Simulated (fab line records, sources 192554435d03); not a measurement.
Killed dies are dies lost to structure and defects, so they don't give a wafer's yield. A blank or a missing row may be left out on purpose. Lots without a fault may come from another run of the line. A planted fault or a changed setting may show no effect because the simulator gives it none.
Split-lot experiment | flow n5_finfet | 7 lots, 39 wafers read, on a route of 1938 steps

THE SPLIT
At N5_BEOL_M7_ILD_DEP_00 (deposits SiCOH lowk from DEMS/porogen, target thk 179.75 nm, time 33.4 s), the setting time_s was moved away from the recipe's 33.4 s on 15 of the 39 wafers read, by -57.7% to +28.7%. The other wafers ran this setting at the recipe's value.

FROM THE SPLIT TO THE READING: what the file shows between them, 1 step
- N5_BEOL_M7_CURE_74: cures SiCOH lowk, time 240 s

THE READING
M7_ILD_THK, in nm, at N5_BEOL_M7_THK_MEAS_01. Fault-free wafers of this fab line usually give 155.0 nm, standard deviation 2.4 nm.

wafer  | tool, chamber at the split | time_s as run, s | against the recipe | M7_ILD_THK, nm | against lot-mates on the recipe
L076.1 | pecvd-01, 1                | 33.4             | recipe             | 152.9          | -
L076.2 | pecvd-01, 2                | 33.4             | recipe             | 152.0          | -
L076.3 | pecvd-01, 0                | 33.4             | recipe             | 151.3          | -
L076.4 | pecvd-01, 1                | 33.4             | recipe             | 154.8          | -
L076.5 | pecvd-01, 0                | 33.4             | recipe             | 154.8          | -
L076.6 | pecvd-01, 2                | 33.4             | recipe             | 155.2          | -
L084.1 | pecvd-01, 0                | 39.12            | +17.1%             | 178.8          | +23.8
L084.2 | pecvd-01, 2                | 33.4             | recipe             | 151.4          | -
L084.3 | pecvd-01, 1                | 39.12            | +17.1%             | 178.4          | +23.4
L084.4 | pecvd-01, 2                | 33.4             | recipe             | 154.8          | -
L084.5 | pecvd-01, 1                | 33.4             | recipe             | 158.8          | -
L084.6 | pecvd-01, 0                | 39.12            | +17.1%             | 181.6          | +26.6
L085.1 | pecvd-03, 2                | 43               | +28.7%             | 197.1          | +41.0
L085.2 | pecvd-03, 0                | 43               | +28.7%             | 196.4          | +40.3
L085.3 | pecvd-03, 1                | 33.4             | recipe             | 154.7          | -
L085.4 | pecvd-03, 0                | 33.4             | recipe             | 155.7          | -
L085.5 | pecvd-03, 2                | 43               | +28.7%             | 200.2          | +44.1
L085.6 | pecvd-03, 1                | 33.4             | recipe             | 157.9          | -
L088.1 | pecvd-02, 2                | 33.4             | recipe             | 156.0          | -
L088.2 | pecvd-02, 0                | 33.4             | recipe             | 156.6          | -
L088.3 | pecvd-02, 1                | 23.62            | -29.3%             | 111.0          | -45.9
L088.4 | pecvd-02, 1                | 33.4             | recipe             | 158.1          | -
L088.5 | pecvd-02, 2                | 23.62            | -29.3%             | 111.6          | -45.3
L088.6 | pecvd-02, 0                | 23.62            | -29.3%             | 115.1          | -41.8
L095.1 | pecvd-02, 1                | 33.4             | recipe             | 158.5          | -
L095.3 | pecvd-02, 0                | 33.4             | recipe             | 159.0          | -
L095.6 | pecvd-02, 1                | 33.4             | recipe             | 160.1          | -
L097.1 | pecvd-03, 2                | 33.4             | recipe             | 152.9          | -
L097.2 | pecvd-03, 1                | 14.14            | -57.7%             | 66.8           | -87.2
L097.3 | pecvd-03, 0                | 14.14            | -57.7%             | 65.5           | -88.5
L097.4 | pecvd-03, 0                | 14.14            | -57.7%             | 66.0           | -88.0
L097.5 | pecvd-03, 2                | 33.4             | recipe             | 153.9          | -
L097.6 | pecvd-03, 1                | 33.4             | recipe             | 155.3          | -
L096.1 | pecvd-03, 0                | 39.47            | +18.2%             | 182.4          | +27.3
L096.2 | pecvd-03, 1                | 33.4             | recipe             | 154.9          | -
L096.3 | pecvd-03, 2                | 33.4             | recipe             | 154.5          | -
L096.4 | pecvd-03, 1                | 39.47            | +18.2%             | 185.6          | +30.5
L096.5 | pecvd-03, 0                | 39.47            | +18.2%             | 185.3          | +30.2
L096.6 | pecvd-03, 2                | 33.4             | recipe             | 155.8          | -

THE FIT
A straight line over all 39 wafers: M7_ILD_THK changes by +1.52 nm for each +1% of time_s; r = +1.00; the points scatter about the line by 2.3 nm.
The same after taking each lot's own level away (the mean of its wafers on the recipe; 39 wafers): +1.51 nm for each +1%; r = +1.00; scatter 1.7 nm.
On that fit, the largest move of time_s shifts the reading by 87 nm.
The lots' own levels span 153.50 to 159.20 nm, that is 2.4 times the standard deviation above.
So the lot-to-lot level changes the slope little: the two slopes agree.
Check: with one of the wafers moved furthest among these (-57.7%) left out of the fit, the line predicts -87.4 nm for it against its lot-mates. It came out at -87.2 nm against them.

THE WHOLE CHAIN: every reading that the file lists as answering this split, in the file's order
step                   | what it does                                                             | reading                                                                                  | change (the file's fit)              | r (the file's)
N5_BEOL_M7_ILD_DEP_00  | deposits SiCOH lowk from DEMS/porogen, target thk 179.75 nm, time 33.4 s | SiCOH_lowk_of_BEOL_M7_ILD_DEP_00.thk_nm (the simulator's own value, which no gauge read) | +1.74 nm for each +1% of the setting | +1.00
N5_BEOL_M7_CURE_74     | cures SiCOH lowk, time 240 s                                             | SiCOH_lowk_of_BEOL_M7_ILD_DEP_00.thk_nm (the simulator's own value, which no gauge read) | +1.51 nm for each +1% of the setting | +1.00
N5_BEOL_M7_THK_MEAS_01 |                                                                          | M7_ILD_THK                                                                               | +1.51 for each +1% of the setting    | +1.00

THE FILE'S OWN FIT
M7_ILD_THK changes by +1.51 nm for each +1% of time_s, r = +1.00.
